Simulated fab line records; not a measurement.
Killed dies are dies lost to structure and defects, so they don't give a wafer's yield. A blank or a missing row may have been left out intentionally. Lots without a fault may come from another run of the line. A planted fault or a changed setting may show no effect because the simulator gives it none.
fab line records | flow n5_finfet
[record] lots = 4 | wafers = 12 | last_day = 17
route steps=1938 shown MOL_CONTACT_COAG@550 BEOL_M4@1111 PASSIVATION@1936
lots untouched by any fault: they come from a run of this same line in which no faults occurred
start_h: hours from the record's first day to the start of the lot's first wafer shown | wait_h: hours from the lot's prior step to this one | " same as the row above | L1.1+2: several wafers, shown together as one row | - no value, or no start was given | * or withheld: withheld | < > ~ a bound
route shown NAME@n: names a module that has steps shown in the file, with the first one's number in the route | usual: the fault-free wafers' mean and standard deviation | same: alike in all rows | chamber/n: place in a boat | sites: readings site by site | _std_site: the values' standard deviation | _edge_site: outer sites' mean less inner sites' | radius_mm: for every site, how far away it sits from the centre of the wafer | mask NAME#n: copy n | behind: the most recent tool/chamber to have shaped the wafer | hold: cause of the lot's hold/its duration in hours/its outcome | device: transistor that didn't switch, given as n, p or np | end of line: the route-end tests of the same wafers | a step with no rows: only its recipe | killed: the dies lost at the first sort to structure and to defects; this is not the yield of the wafer | map: the dies of a wafer, with x for killed, . for not killed, _ for no die there
set.NAME: the setting that was run; set.NAME@STEP: the one run at that earlier step | model.NAME: the simulator's own value behind a step, which no gauge read
lots seen at some steps along the route; tables by step, rows by wafer
services: from which hour (start_h, from the record's first day; less than 0 if before it) a tool's chamber was out of use, for how many hours, and why
[[steps]]
[step N5_MOL_CONTACT_COAG_PRE_CLEAN_142]
[recipe] gas = H2/He | time_s = 60 | temp_c = 300
[step N5_MOL_CONTACT_COAG_SPUTTER_130]
[recipe] material = Co | target_thk_a = 475 | temp_c = 25 | chamber_pressure_pa = 0.5 | power_w = 3000
[step N5_MOL_CONTACT_COAG_PRECLEAN_125]
[recipe] chemistry = DIW | time_s = 57.5 | temp_c = 23
[step N5_MOL_CONTACT_COAG_SRD_126]
[recipe] dry_time_s = 32 | dry = n2_spin | spin_rpm = 1500
[step N5_MOL_CONTACT_COAG_CMP_23]
[recipe] stop_on = SiO2 | t_overpolish_s = 1.5 | post_cmp_clean = cu_alkaline | down_force_psi = 2 | platen_rpm = 50.289 | pad_velocity_m_s = 1.0006 | target_thk_nm = 0
[step N5_MOL_CONTACT_COAG_WET_ETCH_26]
[recipe] target = Co | target_depth_nm = 13
[step N5_MOL_CONTACT_COAG_WET_ETCH_116]
[recipe] chemistry = SC1-inhibited | target_depth_nm = 4.6 | dry = ipa_marangoni | rinse_time_s = 30 | rinse_temp_c = 23
[step N5_MOL_CONTACT_COAG_ALD_27]
[recipe] material = SiOC | target_thk_a = 170 | temp_c = 400 | ald_precursor_family = carbosiloxane | ald_co_reactant = H2-plasma | pulse_time_s = 1.5 | time_s = 2720 | purge_time_s = 2 | co_reactant_purge_time_s = 2 | ald_cycles = 340 | pressure_torr = 2
[step N5_MOL_CONTACT_COAG_CMP_28]
[recipe] stop_on = SiNx | t_overpolish_s = 0.85 | post_cmp_clean = alkaline_brush | down_force_psi = 4.15 | platen_rpm = 51.8 | pad_velocity_m_s = 1.0307 | target_thk_nm = 14.522
[step N5_MOL_CONTACT_COAG_ALD_123]
[recipe] material = SiNx | target_thk_a = 50 | temp_c = 400 | ald_precursor_family = SiH2I2 | ald_co_reactant = N2/H2-plasma | pulse_time_s = 1 | purge_time_s = 2 | co_reactant_purge_time_s = 2 | ald_cycles = 100 | pressure_torr = 2
[usual] ald_cycles = 100/0 | chamber_pressure_Torr = 2.000/0.004 | heater_power_w = 857/86 | precursor_pulse_height_rel = 0.998/0.018
lot.wafer | tool       | chamber | start_h | wait_h | ald_cycles | chamber_pressure_Torr | heater_power_w | precursor_pulse_height_rel
L505.1    | ald_sin-04 | 2       | 129.74  | 0.0    | -          | -                     | -              | -
L505.5    | "          | 3       | "       | "      | -          | -                     | -              | -
L505.6    | "          | 0       | "       | "      | -          | -                     | -              | -
L504.3    | ald_sin-04 | 0       | 131.19  | 0.2    | -          | -                     | -              | -
L504.4    | "          | 3       | "       | "      | -          | -                     | -              | -
L504.6    | "          | 0       | "       | "      | -          | -                     | -              | -
L517.1    | ald_sin-02 | 3       | 204.41  | 0.0    | 100        | 2.005                 | 996            | 0.996
L517.3    | "          | 1       | "       | "      | 100        | 2.007                 | 772            | 0.992
L517.5    | "          | 2       | "       | "      | 100        | 2.006                 | 845            | 0.972
L520.2    | ald_sin-04 | 0       | 220.11  | 0.4    | 100        | 1.998                 | 846            | 1.004
L520.4    | "          | 1       | "       | "      | 100        | 1.996                 | 947            | 1.003
L520.6    | "          | 0       | "       | "      | 100        | 1.998                 | 823            | 1.015
[step N5_MOL_CONTACT_COAG_PECVD_31]
[recipe] material = SiO2 | target_thk_a = 460 | temp_c = 400 | precursor = TEOS/O2 | pressure_torr = 6.5 | rf_w = withheld | teos_flow_sccm = withheld | gas = O2 | flow_sccm = 2650 | time_s = 8.9
[step N5_MOL_CONTACT_COAG_COAT_75]
[recipe] resist = SOC | temp_c = 250 | time_s = 60 | spin_rpm = 1500 | resist_thk_nm = 60
[step N5_MOL_CONTACT_COAG_COAT_76]
[recipe] resist = SiARC | temp_c = 220 | time_s = 60 | spin_rpm = 1500 | resist_thk_nm = 10
[step N5_MOL_CONTACT_COAG_COAT_77]
[recipe] resist = underlayer | temp_c = 205 | time_s = 60 | spin_rpm = 1500 | resist_thk_nm = 10
[step N5_MOL_CONTACT_COAG_COAT_78]
[recipe] resist = CAR-EUV | spin_rpm = 1500 | resist_thk_nm = 40
[step N5_MOL_CONTACT_COAG_EBR_80]
[recipe] solvent = PGMEA | ebr_width_mm = 1.5
[step N5_MOL_CONTACT_COAG_SOFTBAKE_79]
[recipe] temp_c = 110 | time_s = 60 | resist = CAR-EUV
[step N5_MOL_CONTACT_COAG_EXPOSE_81]
[recipe] mask_id = VG | na = 0.33 | source_shape = annular | sigma_inner = 0.3 | sigma_outer = 0.7 | polarization = unpolarized | defocus_nm = 0 | dose_mj = 59.5
[step N5_MOL_CONTACT_COAG_PEB_82]
[recipe] peb_temp_c = 100 | peb_time_s = 60 | resist = CAR-EUV
[step N5_MOL_CONTACT_COAG_DEVELOP_83]
[recipe] develop_time_s = 30 | developer = TMAH | resist = CAR-EUV | rinse_liquid = surfactant_rinse | dry = air_spin | dev_temp_c = 23
[step N5_MOL_CONTACT_COAG_DESCUM_88]
[recipe] chemistry = O2 | time_s = 7 | source_power_w = 50 | bias_power_w = 20 | pressure_mtorr = 20 | rf_frequency_hz = 2.712e+07 | temp_c = 40 | resist = CAR-EUV | o2_flow_sccm = 225
[step N5_MOL_CONTACT_COAG_ETCH_89]
[recipe] chemistry = N2/H2 | target = underlayer | target_depth_a = 130 | mask_material = CAR-EUV | time_s = 10.4 | ion_energy_ev = 200 | pressure_mtorr = 30 | source_w = 840 | bias_w = 150 | n2_flow_sccm = 200 | h2_flow_sccm = 200 | ends = cleared
[step N5_MOL_CONTACT_COAG_ETCH_90]
[recipe] chemistry = CF4 | target = SiARC | target_depth_a = 130 | mask_material = CAR-EUV | time_s = 21.7 | ion_energy_ev = 80 | pressure_mtorr = 40 | source_w = 545 | bias_w = 36 | Ar_flow_sccm = 100 | cf4_flow_sccm = 100 | ends = cleared
[step N5_MOL_CONTACT_COAG_ALD_131]
[recipe] material = SiO2 | target_thk_a = 50 | temp_c = 100 | ald_precursor_family = BDEAS | ald_co_reactant = O2-plasma | pulse_time_s = 1 | co_reactant_pulse_time_s = 1 | purge_time_s = 2 | co_reactant_purge_time_s = 2 | ald_cycles = 35 | pressure_torr = 2
[step N5_MOL_CONTACT_COAG_ETCHBACK_132]
[recipe] chemistry = CHF3 | target = SiO2 | target_depth_a = 100 | time_s = 6.7 | ion_energy_ev = 200 | pressure_mtorr = 30 | source_w = 610 | bias_w = 170 | Ar_flow_sccm = 200 | CHF3_flow_sccm = 50
[step N5_MOL_CONTACT_COAG_ETCH_91]
[recipe] chemistry = N2/H2 | target = SOC | target_depth_a = 600 | overetch_a = 210 | mask_material = SiARC | temp_c = 40 | time_s = 101.2 | ion_energy_ev = 200 | pressure_mtorr = 30 | source_w = 840 | bias_w = 150 | n2_flow_sccm = 200 | h2_flow_sccm = 200
[step N5_MOL_CONTACT_COAG_STRIP_92]
[recipe] chemistry = N2/H2 | temp_c = 40 | n2_flow_sccm = 200 | h2_flow_sccm = 200 | rf_frequency_hz = 6e+07
[step N5_MOL_CONTACT_COAG_STRIP_93]
[recipe] chemistry = N2/H2 | temp_c = 40 | n2_flow_sccm = 200 | h2_flow_sccm = 200 | rf_frequency_hz = 6e+07
[step N5_MOL_CONTACT_COAG_ETCHBACK_135]
[recipe] chemistry = CHF3 | target = SiO2 | target_depth_a = 250 | time_s = 16.7 | ion_energy_ev = 200 | pressure_mtorr = 30 | source_w = 610 | bias_w = 170 | Ar_flow_sccm = 200 | CHF3_flow_sccm = 50
[step N5_MOL_CONTACT_COAG_STRIP_118]
[recipe] chemistry = CHF3 | resist = SiARC | rf_frequency_hz = 6e+07
[step N5_MOL_CONTACT_COAG_VIA_ETCH_46]
[recipe] chemistry = C4F6/O2 | target_depth_a = 460 | overetch_a = 92 | mask_material = SOC | target = SiO2 | bias_w = 455 | pressure_mtorr = 10 | time_s = 40 | source_w = 325 | Ar_flow_sccm = 300 | C4F6_flow_sccm = 10 | O2_flow_sccm = 10 | ion_energy_ev = 575.3 | ends = end_point
[step N5_MOL_CONTACT_COAG_STRIP_96]
[recipe] chemistry = N2/H2 | power_w = 500 | temp_c = 40 | pressure_mtorr = 50 | rf_frequency_hz = 6e+07 | overash_fraction = 0.3 | bias_power_w = 28 | h2_frac = 0.5 | n2_flow_sccm = 300 | h2_flow_sccm = 300
[step N5_MOL_CONTACT_COAG_ETCH_47]
[recipe] chemistry = CH3F/O2 | target = SiNx | target_depth_a = 270 | mask_material = SiO2 | stop_on = W | over_etch_frac = 0.2 | ion_energy_ev = 120 | endpoint = OES-CN | pressure_mtorr = 30 | source_w = 395 | bias_w = 73 | Ar_flow_sccm = 150 | CH3F_flow_sccm = 30 | O2_flow_sccm = 20 | ends = end_point
[usual] drypump_motor_current_A = 5.9/0.4 | etch_rf_on_time_s = 31.3/0.52 | oes_o_777_au = 0.79/0.099 | oes_product_au = 0.70/0.092 | rf_vpp_V = 298/3.8 | showerhead_plenum_p_Torr = 2.00/0.053 | throttle_valve_pct = 16.41/0.28
lot.wafer | tool        | chamber | start_h | wait_h | drypump_motor_current_A | etch_rf_on_time_s | oes_o_777_au | oes_product_au | rf_hours_counter_h | rf_vpp_V | showerhead_plenum_p_Torr | throttle_valve_pct | model.etch.t_clear_s | model.MOL_CONTACT_COAG.feature_depth_nm | model.etch.depth_nm
L505.1    | rie_diel-03 | 0       | 131.41  | 0.0    | 5.7                     | 35.6              | 0.88         | 0.79           | 47                 | 295      | 2.03                     | 16.46              | 29.7                 | 21.4                                    | 20.75
L505.5    | "           | 3       | "       | "      | 6.3                     | 37.3              | 0.82         | 0.74           | -                  | 300      | 2.02                     | 16.20              | 31.04                | 22.2                                    | 21.53
L505.6    | "           | 0       | "       | "      | 5.7                     | 36.3              | 0.88         | 0.79           | -                  | 294      | 2.03                     | 16.45              | 30.21                | 21.8                                    | 21.08
L504.3    | rie_diel-03 | 0       | 133.15  | 0.0    | 5.7                     | 35.8              | 0.88         | 0.77           | 48                 | 297      | 2.03                     | 16.46              | 29.82                | 21.4                                    | 20.7
L504.4    | "           | 3       | "       | "      | 6.3                     | 36.4              | 0.81         | 0.74           | -                  | 301      | 2.02                     | 16.19              | 30.33                | 21.8                                    | 21.01
L504.6    | "           | 2       | "       | "      | 5.5                     | 37.1              | 0.70         | 0.62           | -                  | 303      | 2.06                     | 16.87              | 30.87                | 21.6                                    | 20.81
L517.1    | rie_diel-04 | 0       | 206.64  | 0.0    | 5.4                     | 30.6              | 0.96         | 0.87           | 7                  | 303      | 2.05                     | 16.00              | 25.49                | 18.6                                    | 17.9
L517.3    | "           | 1       | "       | "      | 6.0                     | 30.9              | 0.69         | 0.62           | 202                | 296      | 1.98                     | 16.39              | 25.73                | 18.4                                    | 17.89
L517.5    | "           | 1       | "       | "      | 6.0                     | 31.3              | 0.70         | 0.62           | -                  | 295      | 1.98                     | 16.41              | 26.05                | 18.6                                    | 18.01
L520.2    | rie_diel-04 | 3       | 222.06  | 0.0    | 6.3                     | 31.0              | 0.95         | 0.84           | 6                  | 297      | 2.13                     | 16.34              | 25.85                | 18.6                                    | 17.99
L520.4    | "           | 1       | "       | "      | 6.0                     | 31.6              | 0.69         | 0.61           | 207                | 295      | 1.98                     | 16.37              | 26.31                | 18.6                                    | 18.01
L520.6    | "           | 1       | "       | "      | 6.0                     | 31.5              | 0.69         | 0.62           | -                  | 293      | 1.98                     | 16.39              | 26.28                | 18.6                                    | 17.99
[step N5_MOL_CONTACT_COAG_STRIP_119]
[recipe] chemistry = N2/H2 | time_s = 30 | power_w = 1000 | temp_c = 250 | pressure_mtorr = withheld | n2_flow_sccm = 1750 | h2_flow_sccm = 3250
[step N5_MOL_CONTACT_COAG_PRECLEAN_144]
[recipe] chemistry = alkaline_clean | temp_c = 60 | time_s = 60 | do_ppb = 50
[step N5_MOL_CONTACT_COAG_SRD_145]
[recipe] dry = ipa_marangoni | time_s = 30 | temp_c = 23 | rinse_liquid = diw
[step N5_MOL_CONTACT_COAG_ETCH_124]
[recipe] chemistry = CH3F/O2 | target = SiNx | target_depth_a = 65 | mask_material = SOC | stop_on = SiOC | over_etch_frac = 0.3 | ion_energy_ev = 120 | pressure_mtorr = 30 | source_w = 395 | bias_w = 73 | Ar_flow_sccm = 150 | CH3F_flow_sccm = 30 | O2_flow_sccm = 20 | ends = end_point
[usual] drypump_motor_current_A = 6.0/0.38 | oes_o_777_au = 0.78/0.09 | oes_product_au = 0.67/0.075 | rf_vpp_V = 298/3.9 | showerhead_plenum_p_Torr = 2.00/0.052 | throttle_valve_pct = 16.39/0.29
lot.wafer | tool        | chamber | start_h | wait_h | drypump_motor_current_A | oes_o_777_au | oes_product_au | rf_hours_counter_h | rf_vpp_V | showerhead_plenum_p_Torr | throttle_valve_pct | model.etch.depth_nm
L505.1    | rie_diel-05 | 2       | 132.83  | 0.0    | 6.3                     | 0.84         | 0.31           | 62                 | 294      | 1.95                     | 16.02              | 0
L505.5    | "           | 2       | "       | "      | 6.3                     | 0.84         | 0.30           | -                  | 292      | 1.95                     | 16.03              | 0
L505.6    | "           | 3       | "       | "      | 6.2                     | 0.72         | 0.28           | -                  | 302      | 2.07                     | 16.67              | 0
L504.3    | rie_diel-04 | 0       | 134.75  | 0.0    | 5.4                     | 0.69         | 0.25           | 237                | 302      | 2.06                     | 16.37              | 0
L504.4    | "           | 2       | "       | "      | 5.3                     | 0.68         | 0.26           | -                  | 292      | 1.97                     | 16.35              | 0
L504.6    | "           | 0       | "       | "      | 5.4                     | 0.69         | 0.26           | -                  | 302      | 2.06                     | 16.37              | 0
L517.1    | rie_diel-04 | 2       | 208.24  | 0.0    | 5.3                     | 0.93         | 0.79           | 15                 | 295      | 1.96                     | 15.93              | 5.017
L517.3    | "           | 3       | "       | "      | 6.3                     | 0.97         | 0.82           | 2                  | 299      | 2.14                     | 16.29              | 5.014
L517.5    | "           | 3       | "       | "      | 6.3                     | 0.98         | 0.82           | -                  | 299      | 2.14                     | 16.32              | 5.025
L520.2    | rie_diel-03 | 1       | 223.23  | 0.0    | 6.5                     | 0.88         | 0.76           | 27                 | 300      | 1.96                     | 16.43              | 4.999
L520.4    | "           | 0       | "       | "      | 5.7                     | 0.84         | 0.71           | 82                 | 294      | 2.02                     | 16.48              | 4.986
L520.6    | "           | 2       | "       | "      | 5.5                     | 0.68         | 0.59           | -                  | 304      | 2.05                     | 16.89              | 5.001
[step N5_BEOL_M4_RC_MEAS_101]
[usual] DIBL_N = 36.5/1.4 | DIBL_P = 36.9/1.7 | IOFF_N = 0.163/0.023 | IOFF_P = 0.22/0.032 | ION_N = 673/9 | ION_P = 462/7.5 | SS_N = 71.6/0.54 | SS_P = 73.4/0.62 | VT_N = 249.8/2.8 | VT_P = -250/3.5
lot.wafer | tool      | chamber | start_h | wait_h | DIBL_N[mV/V] | DIBL_P[mV/V] | IOFF_N[nA/um] | IOFF_P[nA/um] | ION_N[uA/um] | ION_P[uA/um] | SS_N[mV/dec] | SS_P[mV/dec] | VT_N[mV] | VT_P[mV]
L505.1    | prober-01 | 0       | 197.49  | 0.0    | 37.2         | 37.0         | 0.167         | 0.21          | 689          | 465          | 71.7         | 74.4         | 249.0    | -250
L505.5    | "         | 0       | "       | "      | 35.1         | 34.9         | 0.136         | 0.18          | 679          | 462          | 71.6         | 73.6         | 250.5    | -253
L505.6    | "         | 0       | "       | "      | 35.8         | 36.0         | 0.140         | 0.20          | 661          | 461          | 71.8         | 74.8         | 252.7    | -251
L504.3    | prober-02 | 0       | 210.84  | 0.3    | 38.4         | 39.6         | 0.184         | 0.24          | 685          | 471          | 71.8         | 74.1         | 247.9    | -248
L504.4    | "         | 0       | "       | "      | 38.0         | 38.6         | 0.175         | 0.23          | 663          | 456          | 72.2         | 73.2         | 250.1    | -251
L504.6    | "         | 0       | "       | "      | 37.1         | 38.3         | 0.159         | 0.21          | 682          | 467          | 71.9         | 73.0         | 247.3    | -252
L517.1    | prober-01 | 0       | 280.47  | 0.0    | 38.4         | 39.5         | 0.175         | 0.22          | 669          | 457          | 71.6         | 73.4         | 250.4    | -252
L517.3    | "         | 0       | "       | "      | 37.9         | 38.7         | 0.160         | 0.21          | 679          | 459          | 71.1         | 74.2         | 252.6    | -254
L517.5    | "         | 0       | "       | "      | 38.2         | 38.7         | 0.171         | 0.20          | 676          | 460          | 71.0         | 73.8         | 251.4    | -254
L520.2    | prober-01 | 0       | 307.80  | 0.2    | 33.6         | 33.8         | 0.129         | 0.17          | 665          | 462          | 70.9         | 72.0         | 249.9    | -254
L520.4    | "         | 0       | "       | "      | 34.3         | 35.2         | 0.147         | 0.19          | 677          | 464          | 70.7         | 73.3         | 246.3    | -250
L520.6    | "         | 0       | "       | "      | 32.6         | 33.7         | 0.118         | 0.17          | 672          | 468          | 70.5         | 72.9         | 253.8    | -254
[step N5_PASSIVATION_PROBE_49]
[usual] defect_limited_yield = 91.2/1.4 | killed_at_M0_to_M3 = 35/11 | killed_at_M4_up = 12/4.2 | killed_at_contacts = 13/5.6 | killed_at_front_end = 40/12 | killed_at_other = 3.3/2.6 | killed_dies = 103/17 | killed_open = 68/12 | killed_short = 34/7.6 | sort_bin_5_function = 5.1/0.95 | sort_bin_6_memory = 3.3/0.68 | sort_n_pass = 1077/17 | sort_yield_pct = 91.2/1.4
[same] gross_dies = 1180 | killed_at_back_side = 0 | sort_bin_4_leakage[%] = 0 | sort_bin_8_speed[%] = 0
lot.wafer | tool      | chamber | start_h | wait_h | defect_limited_yield[%] | killed_at_M0_to_M3 | killed_at_M4_up | killed_at_contacts | killed_at_front_end | killed_at_other | killed_dies | killed_open | killed_short | sort_bin_5_function[%] | sort_bin_6_memory[%] | sort_n_pass | sort_yield_pct[%]
L505.1    | prober-01 | -       | 309.91  | 0.0    | 59.2                    | 39                 | 14              | 404                | 19                  | 5               | 481         | 58          | 29           | 37.9                   | 2.7                  | 699         | 59.2
L505.5    | prober-01 | -       | 310.11  | 0.2    | 60.4                    | 24                 | 12              | 392                | 35                  | 4               | 467         | 59          | 28           | 36.4                   | 2.9                  | 713         | 60.4
L505.6    | prober-01 | -       | 310.16  | 0.3    | 61.0                    | 25                 | 16              | 377                | 41                  | 1               | 460         | 68          | 28           | 36.0                   | 2.9                  | 720         | 61.0
L504.3    | prober-02 | -       | 318.83  | 0.1    | 60.3                    | 41                 | 11              | 369                | 47                  | 0               | 468         | 74          | 35           | 34.9                   | 4.0                  | 712         | 60.3
L504.4    | prober-02 | -       | 318.88  | 0.2    | 59.9                    | 32                 | 5               | 388                | 41                  | 7               | 473         | 61          | 36           | 36.5                   | 3.0                  | 707         | 59.9
L504.6    | prober-02 | -       | 318.98  | 0.3    | 62.5                    | 25                 | 16              | 372                | 24                  | 5               | 442         | 57          | 27           | 34.2                   | 2.9                  | 738         | 62.5
// killed by level:class
L505.1 MOL_CONTACT_COAG:area_ald=394 MOL_CONTACT_COAG:geometric_particle:open=9 BEOL_M3:geometric_particle:open=7 BEOL_M1:geometric_particle:open=6 BEOL_M2:geometric_particle:open=6 BEOL_M5:geometric_particle:open=6 BEOL_M0_SAQP:geometric_particle:open=5 BEOL_M0_SAQP:geometric_particle:short=5
L505.5 MOL_CONTACT_COAG:area_ald=379 FIN_SAQP:geometric_particle:short=13 BEOL_M0_SAQP:geometric_particle:open=12 FIN_SAQP:geometric_particle:open=10 MOL_CONTACT_COAG:geometric_particle:open=10 BEOL_M3:geometric_particle:open=4 BEOL_M1:geometric_particle:open=3 BEOL_M3:geometric_particle:short=3
L505.6 MOL_CONTACT_COAG:area_ald=363 BEOL_M3:geometric_particle:open=11 MOL_CONTACT_COAG:geometric_particle:open=11 STI_FIN_REVEAL:geometric_particle:open=8 FIN_SAQP:geometric_particle:open=5 FIN_SAQP:geometric_particle:short=5 BEOL_M1:geometric_particle:open=5 BEOL_M4:geometric_particle:open=5
L504.3 MOL_CONTACT_COAG:area_ald=356 MOL_CONTACT_COAG:geometric_particle:open=12 BEOL_M1:geometric_particle:open=10 FIN_SAQP:geometric_particle:short=9 FIN_SAQP:geometric_particle:open=8 STI_FIN_REVEAL:geometric_particle:open=7 BEOL_M3:geometric_particle:open=7 DUMMY_GATE:geometric_particle:open=5
L504.4 MOL_CONTACT_COAG:area_ald=376 FIN_SAQP:geometric_particle:open=13 MOL_CONTACT_COAG:geometric_particle:open=11 FIN_SAQP:geometric_particle:short=10 BEOL_M0_SAQP:geometric_particle:short=9 BEOL_M1:geometric_particle:open=8 STI_FIN_REVEAL:geometric_particle:open=4 MIM_TOP_ETCH:geometric_particle:open=4
L504.6 MOL_CONTACT_COAG:area_ald=356 MOL_CONTACT_COAG:geometric_particle:open=12 BEOL_M1:geometric_particle:open=11 BEOL_M4:geometric_particle:open=10 FIN_SAQP:geometric_particle:short=4 MOL_CONTACT_COAG:geometric_particle:short=4 BEOL_M0_SAQP:geometric_particle:open=4 BEOL_M0_SAQP:geometric_particle:short=4
// map L504.4 (x killed, . not)
_________________x..x........________________
______________.x................_____________
___________....xx..x.x.x...........__________
__________...xxx.....x.............._________
________x........xx..xx....x..x......._______
_______x.x..x......x..xx.....xx........______
______.xx....x.xx.xx.xx..x.....x........_____
_____x.x..x...x.x.x..x..x.x....x.x....x..____
____xx..xx.xxx.x..xxx.xx.....xx...........___
___.x.xx..xxx.xx.xxxx.xxxxxxxxx............__
___.xxxxxx..x.xxx.x..x..xx.x.x.............__
__x....xx..x.xx.xxxx..xxx..xx..x.x...xx...x._
__x...x.xx.xxxxxxxxxxxx.x.x.......xx........_
_xxx.x..xxxxxx.xxxx.xx..x.xx.xxxx............
_.xxx..xxx..xxxxxxxx.x.x..xxx..x.......xx....
_....xx.xxxxx.xx...xx.x.x.xxxxx.x.xx.........
_x.xxxxx...xxxxxxxx.xxxx.x.x..x......x.......
_xxxxx....xx.xx.x.xx.xxxxx.xx.xx.x..x........
_xxx...x.x..xxx.xxx..xxx...xx.x.....x........
_...xxxxx..x.xxxxxxx.x..xx.x.x..x.x..........
_x..xx.x..x.xxxxxxxxxxxxxxxxxxx..............
__x..x..x..x.xx.xx.x.xx.x.x......xx.....x..._
__xxxx.x..x.xx.x.xx.xxxx..x.xxx.......x....._
___.x.xx.....x.xxxxx.xxx....x..x...........__
___x.x.x..x.x.xx.xxxxx.xxx...x.x.x..x..x...__
____xxxxxxxxx.xxxx.xx.xxxxx....x..x...x...___
_____x.....xxxxxx.x.xxxx..x.x....x.......____
______.x..xxxx.x.x...x...x...x.........._____
_______xx..x.xxxxx.xx...x.x............______
________.......x.x....x.xx..x.x.....x._______
__________xx...x..xx.x........x....._________
___________...x.x..x..........x....__________
______________..x..x..xx.xx.x..._____________
_________________...x..x.....________________
// map L505.1 (x killed, . not)
_________________............________________
______________........x.x......._____________
___________...x.x..x...............__________
__________....x..x...x..x..........._________
________x..x.x.........x.........x...._______
_______........x.x..xxx.xx.x.x...x.....______
______.....x.x.......xx.x.x.........x..._____
_____..xx.x..x..x.xx..x.xx.....xx........____
____...x.x..x....xx..x..x..x.xx...........___
___xxxxx.x.xx..xxxx.x.x....xx..............__
___.x..x.x.....xx..xxxxx..x...x.x..........__
__..xxxx..xx.xxx..xxxxxx.x.xxxx..x...x......_
__xxxxxx..x.xxxxxxxxxxx.xxxx.x.xxx.xx.....x._
_xx..x.x.x.xxxxxxxxx.xxxxxx.xx.x..x.x.....x..
_...xx.xx.xxxxxxxx.xxxxx.x.xx.xxxx...........
_....xx.x.x.xxxxxxxxxxxxxx....x.xx...x.......
_xx.xx.xxxxxxxxxx..xxxx.x.xxxxxx.x.....x.....
_..xxxxxxxxxx.xxx.xxxx.x.x..xxx..xx.xx....x..
_x.x..xxx.xxx.xxxxxxxx.xx.x.xxxxx.x.x..x.....
_....xx....xxxxxxxxxx.xxxxxxxxxx.x.x..x..x...
_.xx.xxx.xxxxxxxxxxxxx.xxx....xx.x...x.......
__....xx...xxxxxxxxx.xx.xx.x.xxx.x.........._
__xxx...x.xxxxxxx.xxxxxxxx...x......x......._
___....xx.xxxx.x.xxxxxxxxxxx.xx.xx.....x...__
___..x.xxx.xx.xxxxx...xx.xx..x..x....x.....__
____...x..x.x.xx.x.xx.x.x.x...............___
_____xx..xx..x.....xx.xxxxxxx....x.......____
______...xxx.....xx....x................_____
_______...............x.x.....x.x......______
________x.x...xx..x.xx.xx.......x....._______
__________x..xx..x..xx.x....x......._________
___________........x..x..xx........__________
______________....x....x........_____________
_________________x..x........________________
[[services]]
tool        | chamber | start_h | hours | kind
rie_diel-03 | 1       | 123.06  | -     | clean
rie_diel-03 | 1       | 123.06  | -     | consumable_replace:focus_ring
rie_diel-03 | 1       | 123.06  | 22.2  | scheduled_down
rie_diel-03 | 1       | 123.06  | 22.2  | vent_cycle
ald_sin-04  | 2       | 133.92  | 6.5   | repair
ald_sin-04  | -       | 148.08  | 6.1   | pm
rie_diel-04 | 2       | 149.43  | -     | clean
rie_diel-04 | 2       | 149.43  | -     | consumable_replace:focus_ring
rie_diel-04 | 2       | 149.43  | 24.1  | scheduled_down
rie_diel-04 | 2       | 149.43  | 24.1  | vent_cycle
rie_diel-04 | 0       | 154.52  | 2.4   | repair
rie_diel-04 | 0       | 161.59  | 5.3   | repair
rie_diel-03 | 1       | 165.50  | 5.0   | repair
ald_sin-04  | 1       | 167.78  | 6.5   | repair
rie_diel-04 | 0       | 173.53  | -     | clean
rie_diel-04 | 0       | 173.53  | -     | consumable_replace:focus_ring
rie_diel-04 | 0       | 173.53  | 14.9  | scheduled_down
rie_diel-04 | 0       | 173.53  | 14.9  | vent_cycle
rie_diel-04 | 3       | 188.51  | -     | clean
rie_diel-04 | 3       | 188.51  | -     | consumable_replace:focus_ring
rie_diel-04 | 3       | 188.51  | -     | consumable_replace:showerhead
rie_diel-04 | 3       | 188.51  | 14.8  | scheduled_down
rie_diel-04 | 3       | 188.51  | 14.8  | vent_cycle
rie_diel-05 | 3       | 202.56  | 13.1  | repair
[[key]]
[first_sign] step = N5_MOL_CONTACT_COAG_ALD_123 | reading = tool_record | direction = missing
[effect] step = N5_MOL_CONTACT_COAG_ETCH_47 | reading = etch_rf_on_time_s | direction = up | sigmas = 9.9 | usual = * | struck = *
[effect] step = N5_MOL_CONTACT_COAG_ETCH_124 | reading = oes_product_au | direction = down | sigmas = 5.2 | usual = 0.67 | struck = 0.28
[effect] step = N5_PASSIVATION_PROBE_49 | reading = killed_at_contacts | direction = up | sigmas = 67 | usual = 13 | struck = 384
[model_effect] step = N5_MOL_CONTACT_COAG_ETCH_47 | value = etch.t_clear_s | without = 25.85 | struck = 30.33
[model_effect] step = N5_MOL_CONTACT_COAG_ETCH_124 | value = etch.depth_nm | without = 5 | struck = 0
[more_kills_born_at] N5_MOL_CONTACT_COAG_ALD_123@ald_sin-04 = 2218
met_at N5_MOL_CONTACT_COAG_ALD_123
struck_wafers L504.3,L504.4,L504.6,L505.1,L505.5,L505.6
[fault] kind = skipped_step_whole | tool = ald_sin-04 | chamber = - | onset_h = 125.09 | steps = N5_MOL_CONTACT_COAG_ALD_123 | scope = struck_lots_only
